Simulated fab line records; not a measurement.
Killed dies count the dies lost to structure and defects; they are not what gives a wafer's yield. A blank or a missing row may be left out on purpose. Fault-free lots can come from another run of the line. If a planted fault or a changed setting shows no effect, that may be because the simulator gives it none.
Matching of chambers | flow n5-finfet | N5_ILD0_LINER_00 on ald-sin-01 has 4 sister chambers
The step material SiNx, target thk 4 nm, pulse time 1 s, purge time 2 s. 7 wafers are shown with their chamber, then 8 later ones without.

## WAFERS, EACH WITH ITS CHAMBER
wafer  | chamber | heater-power-w (W) | precursor-pulse-height-rel
L075.2 | 2       | 726                | 0.991
L083.1 | 0       | 792                | 0.994
L083.6 | 3       | 869                | 1.024
L085.1 | 0       | 787                | 0.997
L085.2 | 3       | 909                | 0.996
L085.3 | 2       | 789                | 0.970
L087.3 | 1       | 879                | 1.024

## WAFERS WITHOUT THEIR CHAMBER
wafer  | heater-power-w (W) | precursor-pulse-height-rel
L087.4 | 780                | 0.999
L087.5 | 890                | 0.975
L090.3 | 884                | 1.052
L090.4 | 877                | 1.004
L090.5 | 803                | 1.024
L095.1 | 907                | 1.001
L095.3 | 776                | 0.984
L095.6 | 782                | 1.008

## CHAMBER TAKEN BY EACH
wafer  | from the rows above               | in truth
L087.4 | can't be placed: 0 or 2           | 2
L087.5 | can't be placed: 3 or 1 or 0 or 2 | 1
L090.3 | can't be placed: 1 or 3           | 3
L090.4 | can't be placed: 3 or 1           | 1
L090.5 | can't be placed: 0 or 1 or 3 or 2 | 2
L095.1 | can't be placed: 3 or 1           | 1
L095.3 | can't be placed: 2 or 0           | 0
L095.6 | can't be placed: 0 or 2           | 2
Correctly placed: 0 of 8. Can't be placed from these rows: 8 (the true chamber is among the candidates in 8). 0 placed wrongly.
How it was worked out, from the rows above alone: a wafer's distance from a chamber is the root of the sum, over the readings, of the square of ((its reading less the chamber's mean) divided by the reading's scatter). The wafer belongs to the nearest chamber; if the next one is less than 2 further off, it can't be placed. The mean given for a chamber averages the wafers shown for that chamber. The scatter: the root of (the sum of the squares of (reading less its chamber's mean) over the shown wafers, divided by (wafers less chambers)).
